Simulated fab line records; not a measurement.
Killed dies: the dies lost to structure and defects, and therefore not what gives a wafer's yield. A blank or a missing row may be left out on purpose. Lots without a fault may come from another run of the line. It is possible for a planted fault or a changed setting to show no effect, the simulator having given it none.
Which tool is to blame? / flow nandHarc / 12 lots with 36 wafers sampled at 5 steps, on a route of 1159 steps

WHAT THE GAUGES READ, wafer by wafer
NHARC_HYBRID_BOND_OVL_MEAS_05. Usual: overlayXNm -1 nm, standard deviation 34; overlayYNm -3 nm, standard deviation 31.
lot=L873; measured=day 19 05:41; on=overlay-01; overlayXNm (nm)=-1 -27 27; overlayYNm (nm)=-18 -3 -43; flag=
lot=L876; measured=day 19 05:41; on=overlay-02; overlayXNm (nm)=-23 -78 -16; overlayYNm (nm)=-33 -34 22; flag=
lot=L875; measured=day 19 05:43; on=overlay-02; overlayXNm (nm)=50 7 -53; overlayYNm (nm)=44 -51 -1; flag=
lot=L879; measured=day 20 06:46; on=overlay-02; overlayXNm (nm)=10 -26 35; overlayYNm (nm)=13 25 -6; flag=
lot=L880; measured=day 20 06:46; on=overlay-01; overlayXNm (nm)=-59 -20 17; overlayYNm (nm)=67 6 10; flag=
lot=L878; measured=day 20 15:38; on=overlay-02; overlayXNm (nm)=-20 30 86; overlayYNm (nm)=-24 5 0; flag=
lot=L883; measured=day 20 21:42; on=overlay-02; overlayXNm (nm)=-5 9 -41; overlayYNm (nm)=41 -31 10; flag=
lot=L884; measured=day 21 06:32; on=overlay-01; overlayXNm (nm)=-62 18 -9; overlayYNm (nm)=-37 19 -21; flag=
lot=L887; measured=day 21 06:32; on=overlay-01; overlayXNm (nm)=47 -46 28; overlayYNm (nm)=-33 7 -15; flag=
lot=L893; measured=day 23 20:39; on=overlay-01; overlayXNm (nm)=13 0 -38; overlayYNm (nm)=-4 10 -26; flag=
lot=L896; measured=day 24 05:08; on=overlay-02; overlayXNm (nm)=-4 19 27; overlayYNm (nm)=-80 -58 -10; flag=
lot=L895; measured=day 24 05:09; on=overlay-01; overlayXNm (nm)=24 23 71; overlayYNm (nm)=-27 12 27; flag=

NHARC_END_SORT_01. Usual: defectLimitedYield 95.0 %, standard deviation 1.7; killedAtArray 29, standard deviation 12; killedAtOther 0.7, standard deviation 1; killedAtPeriphery 4, standard deviation 3.2; killedDies 34, standard deviation 12; killedOpen 3.4, standard deviation 2; killedShort 1.8, standard deviation 1.3; sort_bin_2_pct 1.6 %, standard deviation 0.7; sort_bin_3_pct 0.26 %, standard deviation 0.23; sort_bin_4_pct 3.1 %, standard deviation 1.1; sortNPass 643, standard deviation 12; sortRimYieldPct 96.4 %, standard deviation 2.6; sortYieldPct 95.0 %, standard deviation 1.7.
lot=L873; measured=day 20 08:11; on=prober-01; defectLimitedYield (%)=97.9 97.9 97.2; killedAtArray=8 10 13; killedAtOther=0 0 0; killedAtPeriphery=6 4 6; killedDies=14 14 19; killedOpen=1 0 5; killedShort=0 2 3; sort_bin_2_pct (%)=0.9 0.7 1.5; sort_bin_3_pct (%)=0 0.15 0.15; sort_bin_4_pct (%)=1.2 1.2 1.2; sortNPass=663 663 658; sortRimYieldPct (%)=97.2 98.1 98.1; sortYieldPct (%)=97.9 97.9 97.2; flag=
lot=L879; measured=day 21 00:21; on=prober-02; defectLimitedYield (%)=94.8 94.1 95.3; killedAtArray=32 35 26; killedAtOther=0 0 0; killedAtPeriphery=3 5 6; killedDies=35 40 32; killedOpen=2 5 4; killedShort=2 2 2; sort_bin_2_pct (%)=2.2 1.6 1.2; sort_bin_3_pct (%)=0.30 0 0.44; sort_bin_4_pct (%)=2.7 4.3 3.1; sortNPass=642 637 645; sortRimYieldPct (%)=96.2 98.1 94.3; sortYieldPct (%)=94.8 94.1 95.3; flag=
lot=L880; measured=day 21 02:13; on=prober-01; defectLimitedYield (%)=96.0 95.6 96.5; killedAtArray=25 27 21; killedAtOther=1 1 0; killedAtPeriphery=1 2 3; killedDies=27 30 24; killedOpen=4 4 7; killedShort=2 4 2; sort_bin_2_pct (%)=1.6 1.6 1.3; sort_bin_3_pct (%)=0.30 0.30 0; sort_bin_4_pct (%)=2.1 2.5 2.2; sortNPass=650 647 653; sortRimYieldPct (%)=91.5 97.2 99.1; sortYieldPct (%)=96.0 95.6 96.5; flag=
lot=L878; measured=day 21 10:20; on=prober-01; defectLimitedYield (%)=97.2 97.2 97.9; killedAtArray=13 10 9; killedAtOther=0 0 0; killedAtPeriphery=6 9 5; killedDies=19 19 14; killedOpen=5 2 2; killedShort=2 4 3; sort_bin_2_pct (%)=1.0 0.9 1.2; sort_bin_3_pct (%)=0.15 0.30 0; sort_bin_4_pct (%)=1.6 1.6 0.9; sortNPass=658 658 663; sortRimYieldPct (%)=99.1 97.2 100.0; sortYieldPct (%)=97.2 97.2 97.9; flag=
lot=L893; measured=day 24 14:53; on=prober-02; defectLimitedYield (%)=92.2 94.4 94.1; killedAtArray=52 33 39; killedAtOther=0 1 0; killedAtPeriphery=1 4 1; killedDies=53 38 40; killedOpen=1 2 1; killedShort=1 0 3; sort_bin_2_pct (%)=2.5 2.8 1.5; sort_bin_3_pct (%)=0.44 0.30 0.89; sort_bin_4_pct (%)=4.9 2.5 3.5; sortNPass=624 639 637; sortRimYieldPct (%)=94.3 91.5 90.6; sortYieldPct (%)=92.2 94.4 94.1; flag=

WHICH TOOL RAN EACH LOT (tool, then ch and the chambers of the sampled wafers, then the start)
lot=L873; NHARC_THIN_TSV_ETCH_44=rieDiel-06 ch 1,2,3, day 19 10:02; NHARC_THIN_TSV_STRIP_62=plasmaAsher-01 ch 0,1, day 19 12:26; NHARC_THIN_TSV_PRE_CLEAN_50=pvdSputter-01, day 20 08:11 or earlier
lot=L876; NHARC_THIN_TSV_ETCH_44=rieDiel-07 ch 1,2, day 19 08:47; NHARC_THIN_TSV_STRIP_62=plasmaAsher-02 ch 0,1, day 19 11:24; NHARC_THIN_TSV_PRE_CLEAN_50=pvdSputter-01, no start
lot=L875; NHARC_THIN_TSV_ETCH_44=rieDiel-06 ch 2,3, day 19 12:19; NHARC_THIN_TSV_STRIP_62=plasmaAsher-01 ch 0,1, day 19 14:57; NHARC_THIN_TSV_PRE_CLEAN_50=pvdSputter-01, no start
lot=L879; NHARC_THIN_TSV_ETCH_44=rieDiel-06 ch 0,1,3, day 20 11:02; NHARC_THIN_TSV_STRIP_62=plasmaAsher-01 ch 0,1, day 20 13:23; NHARC_THIN_TSV_PRE_CLEAN_50=pvdSputter-01, day 21 00:21 or earlier
lot=L880; NHARC_THIN_TSV_ETCH_44=rieDiel-07 ch 0,2,3, day 20 09:49; NHARC_THIN_TSV_STRIP_62=plasmaAsher-01 ch 0, day 20 12:07; NHARC_THIN_TSV_PRE_CLEAN_50=pvdSputter-03, day 21 02:13 or earlier
lot=L878; NHARC_THIN_TSV_ETCH_44=rieDiel-11 ch 0,1,2, day 20 18:30; NHARC_THIN_TSV_STRIP_62=plasmaAsher-01 ch 0,1, day 20 21:22; NHARC_THIN_TSV_PRE_CLEAN_50=pvdSputter-02, day 21 10:20 or earlier
lot=L883; NHARC_THIN_TSV_ETCH_44=rieDiel-07 ch 0,3, day 21 00:34; NHARC_THIN_TSV_STRIP_62=plasmaAsher-02 ch 0,1, day 21 03:02; NHARC_THIN_TSV_PRE_CLEAN_50=pvdSputter-03, no start
lot=L884; NHARC_THIN_TSV_ETCH_44=rieDiel-11 ch 0,2,3, day 21 09:37; NHARC_THIN_TSV_STRIP_62=plasmaAsher-02 ch 0,1, day 21 11:52; NHARC_THIN_TSV_PRE_CLEAN_50=pvdSputter-02, no start
lot=L887; NHARC_THIN_TSV_ETCH_44=rieDiel-11 ch 1,2,3, day 21 10:54; NHARC_THIN_TSV_STRIP_62=plasmaAsher-01 ch 0,1, day 21 13:10; NHARC_THIN_TSV_PRE_CLEAN_50=pvdSputter-03, no start
lot=L893; NHARC_THIN_TSV_ETCH_44=rieDiel-06 ch 0,1, day 23 23:38; NHARC_THIN_TSV_STRIP_62=plasmaAsher-01 ch 0, day 24 02:02; NHARC_THIN_TSV_PRE_CLEAN_50=pvdSputter-02, day 24 14:53 or earlier
lot=L896; NHARC_THIN_TSV_ETCH_44=rieDiel-11 ch 0,1,3, day 24 08:09; NHARC_THIN_TSV_STRIP_62=plasmaAsher-02 ch 0,1, day 24 10:31; NHARC_THIN_TSV_PRE_CLEAN_50=pvdSputter-02, no start
lot=L895; NHARC_THIN_TSV_ETCH_44=rieDiel-07 ch 0,2, day 24 10:34; NHARC_THIN_TSV_STRIP_62=plasmaAsher-02 ch 0, day 24 12:54; NHARC_THIN_TSV_PRE_CLEAN_50=pvdSputter-01, no start
- NHARC_THIN_TSV_ETCH_44: etches the open film in CF4/O2, target depth 1594.2 nm, time 797.1 s.
- NHARC_THIN_TSV_STRIP_62: strips in N2/H2, time 20 s.
- NHARC_THIN_TSV_PRE_CLEAN_50: time 30 s.

AS READ BY THE TOOLS THEMSELVES (means over the sampled wafers that have a number; for cases with no such wafer, the mark the record gives instead)
NHARC_THIN_TSV_ETCH_44. Usual: drypumpMotorCurrentA 5.8 A, standard deviation 0.49; oesProductAu 1.000 a.u., standard deviation 0.0071; rfFwdPowerW 299.7 W, standard deviation 0.86; rfVppV 795 V, standard deviation 4; showerheadPlenumPTorr 1.84 Torr, standard deviation 0.063; throttleValvePct 16.914 %, standard deviation 0.0086.
lot=L873; tool=rieDiel-06; drypumpMotorCurrentA (A)=5.7; oesProductAu (a.u.)=0.997; rfFwdPowerW (W)=299.6; rfVppV (V)=795; showerheadPlenumPTorr (Torr)=1.85; throttleValvePct (%)=16.909; flag=
lot=L876; tool=rieDiel-07; drypumpMotorCurrentA (A)=5.8; oesProductAu (a.u.)=1.007; rfFwdPowerW (W)=299.0; rfVppV (V)=800; showerheadPlenumPTorr (Torr)=1.93; throttleValvePct (%)=16.921; flag=
lot=L875; tool=rieDiel-06; drypumpMotorCurrentA (A)=5.7; oesProductAu (a.u.)=0.998; rfFwdPowerW (W)=301.2; rfVppV (V)=795; showerheadPlenumPTorr (Torr)=1.85; throttleValvePct (%)=16.912; flag=
lot=L879; tool=rieDiel-06; drypumpMotorCurrentA (A)=5.5; oesProductAu (a.u.)=1.003; rfFwdPowerW (W)=300.0; rfVppV (V)=792; showerheadPlenumPTorr (Torr)=1.79; throttleValvePct (%)=16.913; flag=
lot=L880; tool=rieDiel-07; drypumpMotorCurrentA (A)=5.5; oesProductAu (a.u.)=0.997; rfFwdPowerW (W)=300.5; rfVppV (V)=795; showerheadPlenumPTorr (Torr)=1.83; throttleValvePct (%)=16.907; flag=
lot=L878; tool=rieDiel-11; drypumpMotorCurrentA (A)=6.3; oesProductAu (a.u.)=1.004; rfFwdPowerW (W)=299.5; rfVppV (V)=795; showerheadPlenumPTorr (Torr)=1.84; throttleValvePct (%)=16.914; flag=
lot=L883; tool=rieDiel-07; drypumpMotorCurrentA (A)=5.4; oesProductAu (a.u.)=0.997; rfFwdPowerW (W)=299.7; rfVppV (V)=794; showerheadPlenumPTorr (Torr)=1.82; throttleValvePct (%)=16.915; flag=
lot=L884; tool=rieDiel-11; drypumpMotorCurrentA (A)=5.9; oesProductAu (a.u.)=0.994; rfFwdPowerW (W)=299.5; rfVppV (V)=794; showerheadPlenumPTorr (Torr)=1.82; throttleValvePct (%)=16.912; flag=
lot=L887; tool=rieDiel-11; drypumpMotorCurrentA (A)=6.0; oesProductAu (a.u.)=0.999; rfFwdPowerW (W)=300.3; rfVppV (V)=795; showerheadPlenumPTorr (Torr)=1.85; throttleValvePct (%)=16.925; flag=
lot=L893; tool=rieDiel-06; drypumpMotorCurrentA (A)=5.6; oesProductAu (a.u.)=1.017; rfFwdPowerW (W)=311.6; rfVppV (V)=792; showerheadPlenumPTorr (Torr)=1.79; throttleValvePct (%)=16.911; flag=OFF
lot=L896; tool=rieDiel-11; drypumpMotorCurrentA (A)=6.1; oesProductAu (a.u.)=1.005; rfFwdPowerW (W)=299.4; rfVppV (V)=792; showerheadPlenumPTorr (Torr)=1.80; throttleValvePct (%)=16.908; flag=
lot=L895; tool=rieDiel-07; drypumpMotorCurrentA (A)=5.7; oesProductAu (a.u.)=1.003; rfFwdPowerW (W)=299.4; rfVppV (V)=793; showerheadPlenumPTorr (Torr)=1.84; throttleValvePct (%)=16.917; flag=

NHARC_THIN_TSV_STRIP_62. Usual: drypumpMotorCurrentA 5.6 A, standard deviation 0.59; heaterPowerW 312 W, standard deviation 12.
lot=L873; tool=plasmaAsher-01; drypumpMotorCurrentA (A)=5.6; heaterPowerW (W)=324; flag=
lot=L876; tool=plasmaAsher-02; drypumpMotorCurrentA (A)=5.3; heaterPowerW (W)=307; flag=
lot=L875; tool=plasmaAsher-01; drypumpMotorCurrentA (A)=5.9; heaterPowerW (W)=310; flag=
lot=L879; tool=plasmaAsher-01; drypumpMotorCurrentA (A)=5.6; heaterPowerW (W)=316; flag=
lot=L880; tool=plasmaAsher-01; drypumpMotorCurrentA (A)=5.2; heaterPowerW (W)=321; flag=
lot=L878; tool=plasmaAsher-01; drypumpMotorCurrentA (A)=5.6; heaterPowerW (W)=313; flag=
lot=L883; tool=plasmaAsher-02; drypumpMotorCurrentA (A)=5.3; heaterPowerW (W)=303; flag=
lot=L884; tool=plasmaAsher-02; drypumpMotorCurrentA (A)=5.3; heaterPowerW (W)=304; flag=
lot=L887; tool=plasmaAsher-01; drypumpMotorCurrentA (A)=6.0; heaterPowerW (W)=308; flag=
lot=L893; tool=plasmaAsher-01; drypumpMotorCurrentA (A)=5.2; heaterPowerW (W)=326; flag=
lot=L896; tool=plasmaAsher-02; drypumpMotorCurrentA (A)=5.7; heaterPowerW (W)=311; flag=
lot=L895; tool=plasmaAsher-02; drypumpMotorCurrentA (A)=4.9; heaterPowerW (W)=298; flag=

NHARC_THIN_TSV_PRE_CLEAN_50. Usual: heaterPowerW at 427 W, with a standard deviation of 50.
lot=L873; tool=pvdSputter-01; heaterPowerW (W)=452; flag=
lot=L876; tool=pvdSputter-01; heaterPowerW (W)=442; flag=
lot=L875; tool=pvdSputter-01; heaterPowerW (W)=444; flag=
lot=L879; tool=pvdSputter-01; heaterPowerW (W)=460; flag=
lot=L880; tool=pvdSputter-03; heaterPowerW (W)=416; flag=
lot=L878; tool=pvdSputter-02; heaterPowerW (W)=385; flag=
lot=L883; tool=pvdSputter-03; heaterPowerW (W)=376; flag=
lot=L884; tool=pvdSputter-02; heaterPowerW (W)=449; flag=
lot=L887; tool=pvdSputter-03; heaterPowerW (W)=407; flag=
lot=L893; tool=pvdSputter-02; heaterPowerW (W)=430; flag=
lot=L896; tool=pvdSputter-02; heaterPowerW (W)=382; flag=
lot=L895; tool=pvdSputter-01; heaterPowerW (W)=469; flag=

THE ANSWER, worked out from the rows above alone
Rule: a lot is off if the mean of its wafers that have a number lies more than 3 standard deviations from the usual mean. A lot without any number at a reading at which 4 lots or more have one is off too. The other lots that the step has rows for count as sound. First the gauges in route order, then the tools' own readings, where a lot's mean is used as printed above. The first step at which some lot is off is used, and at that step the reading that is off furthest; a lot without a number counts as furthest.
Off, at NHARC_THIN_TSV_ETCH_44 on rfFwdPowerW: L893.
If a tool, at that step or one of the process steps before it, ran each lot that is off and ran no sound lot following the first of them, it fits. One candidate fits, namely rieDiel-06 at NHARC_THIN_TSV_ETCH_44. Its last sound lot is L879 (day 20 11:02), its first lot that is off L893 (day 23 23:38): a fault that began between those two fits.
On the lots that are off, the tool's own readings at NHARC_THIN_TSV_ETCH_44 differ by more than 5 times the standard deviation of the sound lots' means, which bears it out; rfFwdPowerW reads 311.6 W there versus 299.8 W on the sound lots.

WHAT THE SIMULATOR PUT IN
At NHARC_THIN_TSV_ETCH_44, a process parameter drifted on rieDiel-06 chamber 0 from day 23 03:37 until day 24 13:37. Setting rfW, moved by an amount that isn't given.
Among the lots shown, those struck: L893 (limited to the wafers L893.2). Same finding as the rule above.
